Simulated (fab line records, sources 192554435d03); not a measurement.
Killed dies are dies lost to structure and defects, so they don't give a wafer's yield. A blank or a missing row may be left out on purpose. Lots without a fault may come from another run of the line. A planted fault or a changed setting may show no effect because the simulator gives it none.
Chamber matching | flow n5_finfet | N5_DUMMY_GATE_ETCH_36 on rie_diel-06: 4 sister chambers
The step etches SiARC in CF4, target depth 13 nm. 18 wafers are shown with their chamber, then 9 later ones without.

WAFERS WITH THEIR CHAMBER
wafer  | chamber | showerhead_plenum_p_Torr (Torr) | drypump_motor_current_A (A) | oes_product_au (a.u.)
L076.3 | 0       | 2.05                            | 5.5                         | 0.72
L076.4 | 1       | 2.11                            | 6.2                         | 0.67
L076.5 | 3       | 2.10                            | 6.1                         | 0.82
L078.2 | 0       | 2.05                            | 5.5                         | 0.72
L078.4 | 2       | 2.20                            | 5.9                         | 0.69
L078.5 | 2       | 2.20                            | 5.9                         | 0.68
L084.1 | 1       | 2.11                            | 6.2                         | 0.96
L084.4 | 3       | 2.09                            | 6.0                         | 0.80
L084.6 | 2       | 2.20                            | 5.9                         | 0.68
L086.3 | 3       | 2.09                            | 6.0                         | 0.79
L086.4 | 0       | 2.05                            | 5.5                         | 0.71
L086.6 | 1       | 2.11                            | 6.2                         | 0.94
L088.3 | 2       | 2.20                            | 5.8                         | 0.68
L088.4 | 3       | 2.09                            | 6.0                         | 0.79
L088.5 | 1       | 2.10                            | 6.2                         | 0.94
L089.2 | 1       | 2.10                            | 6.2                         | 0.92
L089.4 | 3       | 2.09                            | 6.0                         | 0.79
L089.5 | 3       | 2.09                            | 6.0                         | 0.79

SIGNATURES (means of the wafers above)
reading                  | chamber 0 | chamber 1 | chamber 2 | chamber 3 | scatter within a chamber
showerhead_plenum_p_Torr | 2.0500    | 2.1060    | 2.2000    | 2.0917    | 0.00381
drypump_motor_current_A  | 5.500     | 6.200     | 5.875     | 6.017     | 0.0336
oes_product_au           | 0.7167    | 0.8860    | 0.6825    | 0.7967    | 0.0655
Rule: a wafer's distance from a chamber is the root of the sum, over the readings, of the square of ((its reading less the chamber's mean) divided by the reading's scatter). The wafer belongs to the nearest chamber; if the next one is less than 2 further off, it can't be placed. The scatter: the root of (the sum of the squares of (reading less its chamber's mean) over the shown wafers, divided by (wafers less chambers)).

WAFERS WITHOUT THEIR CHAMBER
wafer  | showerhead_plenum_p_Torr (Torr) | drypump_motor_current_A (A) | oes_product_au (a.u.)
L092.1 | 2.10                            | 6.2                         | 0.93
L092.3 | 2.20                            | 5.9                         | 0.67
L092.4 | 2.04                            | 5.5                         | 0.70
L096.1 | 2.08                            | 6.0                         | 0.78
L096.4 | 2.09                            | 6.0                         | 0.78
L096.6 | 2.04                            | 5.4                         | 0.70
L097.2 | 2.08                            | 6.0                         | 0.77
L097.5 | 2.19                            | 5.9                         | 0.67
L097.6 | 2.10                            | 6.2                         | 0.91

WHICH CHAMBER EACH WENT THROUGH
wafer  | from the rows above | in truth
L092.1 | 1                   | 1
L092.3 | 2                   | 2
L092.4 | 0                   | 0
L096.1 | 3                   | 3
L096.4 | 3                   | 3
L096.6 | 0                   | 0
L097.2 | 3                   | 3
L097.5 | 2                   | 2
L097.6 | 1                   | 1
Placed correctly: 9 of 9. Can't be placed from these rows: 0. Placed wrongly: 0.
